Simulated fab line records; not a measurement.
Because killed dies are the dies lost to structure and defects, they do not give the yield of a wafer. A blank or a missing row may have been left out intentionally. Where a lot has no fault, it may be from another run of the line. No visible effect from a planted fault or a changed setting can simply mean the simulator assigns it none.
Matching of chambers || flow nand harc || rie diel-13 running NHARC_P_GATE_DESCUM_61: 4 sister chambers
The step chemistry O2, time 3 s. 36 wafers are shown with their chamber, then 12 later ones without.

## EACH WAFER AND ITS CHAMBER
{"wafer": "L076.1", "chamber": 1, "showerhead plenum p Torr (Torr)": 1.84, "drypump motor current A (A)": 5.5, "oes product au (a.u.)": 0.996}
{"wafer": "L076.5", "chamber": 2, "showerhead plenum p Torr (Torr)": 1.85, "drypump motor current A (A)": 6.0, "oes product au (a.u.)": 1.008}
{"wafer": "L076.6", "chamber": 1, "showerhead plenum p Torr (Torr)": 1.84, "drypump motor current A (A)": 5.5, "oes product au (a.u.)": 0.996}
{"wafer": "L077.1", "chamber": 0, "showerhead plenum p Torr (Torr)": 1.83, "drypump motor current A (A)": 5.2, "oes product au (a.u.)": 1.011}
{"wafer": "L077.5", "chamber": 3, "showerhead plenum p Torr (Torr)": 1.98, "drypump motor current A (A)": 6.0, "oes product au (a.u.)": 1.006}
{"wafer": "L077.6", "chamber": 0, "showerhead plenum p Torr (Torr)": 1.83, "drypump motor current A (A)": 5.2, "oes product au (a.u.)": 1.013}
{"wafer": "L078.1", "chamber": 3, "showerhead plenum p Torr (Torr)": 1.98, "drypump motor current A (A)": 6.0, "oes product au (a.u.)": 1.012}
{"wafer": "L078.2", "chamber": 1, "showerhead plenum p Torr (Torr)": 1.84, "drypump motor current A (A)": 5.5, "oes product au (a.u.)": 1.006}
{"wafer": "L078.4", "chamber": 0, "showerhead plenum p Torr (Torr)": 1.83, "drypump motor current A (A)": 5.2, "oes product au (a.u.)": 1.018}
{"wafer": "L079.1", "chamber": 2, "showerhead plenum p Torr (Torr)": 1.85, "drypump motor current A (A)": 5.9, "oes product au (a.u.)": 1.001}
{"wafer": "L079.2", "chamber": 1, "showerhead plenum p Torr (Torr)": 1.84, "drypump motor current A (A)": 5.4, "oes product au (a.u.)": 0.990}
{"wafer": "L079.6", "chamber": 1, "showerhead plenum p Torr (Torr)": 1.84, "drypump motor current A (A)": 5.5, "oes product au (a.u.)": 1.001}
{"wafer": "L080.1", "chamber": 0, "showerhead plenum p Torr (Torr)": 1.82, "drypump motor current A (A)": 5.2, "oes product au (a.u.)": 0.997}
{"wafer": "L080.3", "chamber": 1, "showerhead plenum p Torr (Torr)": 1.84, "drypump motor current A (A)": 5.4, "oes product au (a.u.)": 1.000}
{"wafer": "L080.6", "chamber": 1, "showerhead plenum p Torr (Torr)": 1.84, "drypump motor current A (A)": 5.4, "oes product au (a.u.)": 0.993}
{"wafer": "L084.1", "chamber": 0, "showerhead plenum p Torr (Torr)": 1.82, "drypump motor current A (A)": 5.2, "oes product au (a.u.)": 0.996}
{"wafer": "L084.2", "chamber": 3, "showerhead plenum p Torr (Torr)": 1.97, "drypump motor current A (A)": 6.0, "oes product au (a.u.)": 1.009}
{"wafer": "L084.5", "chamber": 1, "showerhead plenum p Torr (Torr)": 1.84, "drypump motor current A (A)": 5.4, "oes product au (a.u.)": 0.984}
{"wafer": "L083.1", "chamber": 1, "showerhead plenum p Torr (Torr)": 1.84, "drypump motor current A (A)": 5.5, "oes product au (a.u.)": 0.982}
{"wafer": "L083.3", "chamber": 3, "showerhead plenum p Torr (Torr)": 1.97, "drypump motor current A (A)": 6.0, "oes product au (a.u.)": 1.005}
{"wafer": "L083.6", "chamber": 2, "showerhead plenum p Torr (Torr)": 1.85, "drypump motor current A (A)": 6.0, "oes product au (a.u.)": 1.006}
{"wafer": "L088.2", "chamber": 3, "showerhead plenum p Torr (Torr)": 1.97, "drypump motor current A (A)": 6.0, "oes product au (a.u.)": 0.999}
{"wafer": "L088.3", "chamber": 0, "showerhead plenum p Torr (Torr)": 1.82, "drypump motor current A (A)": 5.2, "oes product au (a.u.)": 0.999}
{"wafer": "L088.6", "chamber": 0, "showerhead plenum p Torr (Torr)": 1.82, "drypump motor current A (A)": 5.2, "oes product au (a.u.)": 0.995}
{"wafer": "L086.1", "chamber": 3, "showerhead plenum p Torr (Torr)": 1.97, "drypump motor current A (A)": 6.0, "oes product au (a.u.)": 0.994}
{"wafer": "L086.5", "chamber": 1, "showerhead plenum p Torr (Torr)": 1.84, "drypump motor current A (A)": 5.5, "oes product au (a.u.)": 0.977}
{"wafer": "L086.6", "chamber": 2, "showerhead plenum p Torr (Torr)": 1.85, "drypump motor current A (A)": 6.0, "oes product au (a.u.)": 1.014}
{"wafer": "L090.4", "chamber": 1, "showerhead plenum p Torr (Torr)": 1.84, "drypump motor current A (A)": 5.5, "oes product au (a.u.)": 0.990}
{"wafer": "L090.5", "chamber": 2, "showerhead plenum p Torr (Torr)": 1.85, "drypump motor current A (A)": 6.0, "oes product au (a.u.)": 0.997}
{"wafer": "L090.6", "chamber": 1, "showerhead plenum p Torr (Torr)": 1.84, "drypump motor current A (A)": 5.5, "oes product au (a.u.)": 0.982}
{"wafer": "L091.1", "chamber": 2, "showerhead plenum p Torr (Torr)": 1.84, "drypump motor current A (A)": 6.0, "oes product au (a.u.)": 1.019}
{"wafer": "L091.3", "chamber": 1, "showerhead plenum p Torr (Torr)": 1.84, "drypump motor current A (A)": 5.5, "oes product au (a.u.)": 0.988}
{"wafer": "L091.4", "chamber": 3, "showerhead plenum p Torr (Torr)": 1.97, "drypump motor current A (A)": 6.0, "oes product au (a.u.)": 0.992}
{"wafer": "L092.4", "chamber": 2, "showerhead plenum p Torr (Torr)": 1.84, "drypump motor current A (A)": 6.0, "oes product au (a.u.)": 1.006}
{"wafer": "L092.5", "chamber": 1, "showerhead plenum p Torr (Torr)": 1.84, "drypump motor current A (A)": 5.4, "oes product au (a.u.)": 0.989}
{"wafer": "L092.6", "chamber": 0, "showerhead plenum p Torr (Torr)": 1.82, "drypump motor current A (A)": 5.2, "oes product au (a.u.)": 0.995}

SIGNATURES (averages over the wafers above)
{"reading": "showerhead plenum p Torr", "chamber 0": 1.8237, "chamber 1": 1.8400, "chamber 2": 1.8471, "chamber 3": 1.9729, "scatter within a chamber": 0.00385}
{"reading": "drypump motor current A", "chamber 0": 5.200, "chamber 1": 5.464, "chamber 2": 5.986, "chamber 3": 6.000, "scatter within a chamber": 0.0357}
{"reading": "oes product au", "chamber 0": 1.00300, "chamber 1": 0.99100, "chamber 2": 1.00729, "chamber 3": 1.00243, "scatter within a chamber": 0.00825}
Rule: for each reading, subtract the chamber's mean from the wafer's reading, divide by that reading's scatter and square the result; add these up over the readings and take the root, which gives the wafer's distance from the chamber. If the next closest chamber is less than 2 further off than the closest, the wafer can't be placed; otherwise it belongs to the closest. The scatter: take each reading less its chamber's mean, square it, sum over the shown wafers, divide by the number of wafers less the number of chambers, and take the root.

## WAFERS MISSING THEIR CHAMBER
{"wafer": "L093.1", "showerhead plenum p Torr (Torr)": 1.83, "drypump motor current A (A)": 5.5, "oes product au (a.u.)": 0.988}
{"wafer": "L093.3", "showerhead plenum p Torr (Torr)": 1.84, "drypump motor current A (A)": 6.0, "oes product au (a.u.)": 1.006}
{"wafer": "L093.4", "showerhead plenum p Torr (Torr)": 1.97, "drypump motor current A (A)": 6.0, "oes product au (a.u.)": 1.004}
{"wafer": "L094.4", "showerhead plenum p Torr (Torr)": 1.84, "drypump motor current A (A)": 6.0, "oes product au (a.u.)": 1.014}
{"wafer": "L094.5", "showerhead plenum p Torr (Torr)": 1.97, "drypump motor current A (A)": 5.9, "oes product au (a.u.)": 1.009}
{"wafer": "L094.6", "showerhead plenum p Torr (Torr)": 1.84, "drypump motor current A (A)": 6.0, "oes product au (a.u.)": 1.004}
{"wafer": "L096.3", "showerhead plenum p Torr (Torr)": 1.83, "drypump motor current A (A)": 5.4, "oes product au (a.u.)": 0.983}
{"wafer": "L096.4", "showerhead plenum p Torr (Torr)": 1.82, "drypump motor current A (A)": 5.2, "oes product au (a.u.)": 1.008}
{"wafer": "L096.6", "showerhead plenum p Torr (Torr)": 1.82, "drypump motor current A (A)": 5.2, "oes product au (a.u.)": 1.000}
{"wafer": "L097.1", "showerhead plenum p Torr (Torr)": 1.83, "drypump motor current A (A)": 5.5, "oes product au (a.u.)": 0.981}
{"wafer": "L097.2", "showerhead plenum p Torr (Torr)": 1.82, "drypump motor current A (A)": 5.2, "oes product au (a.u.)": 0.990}
{"wafer": "L097.4", "showerhead plenum p Torr (Torr)": 1.97, "drypump motor current A (A)": 6.0, "oes product au (a.u.)": 0.986}

## WHICH CHAMBER EACH WENT THROUGH
{"wafer": "L093.1", "from the rows above": 1, "in truth": 1}
{"wafer": "L093.3", "from the rows above": 2, "in truth": 2}
{"wafer": "L093.4", "from the rows above": 3, "in truth": 3}
{"wafer": "L094.4", "from the rows above": 2, "in truth": 2}
{"wafer": "L094.5", "from the rows above": 3, "in truth": 3}
{"wafer": "L094.6", "from the rows above": 2, "in truth": 2}
{"wafer": "L096.3", "from the rows above": 1, "in truth": 1}
{"wafer": "L096.4", "from the rows above": 0, "in truth": 0}
{"wafer": "L096.6", "from the rows above": 0, "in truth": 0}
{"wafer": "L097.1", "from the rows above": 1, "in truth": 1}
{"wafer": "L097.2", "from the rows above": 0, "in truth": 0}
{"wafer": "L097.4", "from the rows above": 3, "in truth": 3}
Correctly placed: 12 of 12. Left unplaced by these rows: 0. Number placed wrongly: 0.
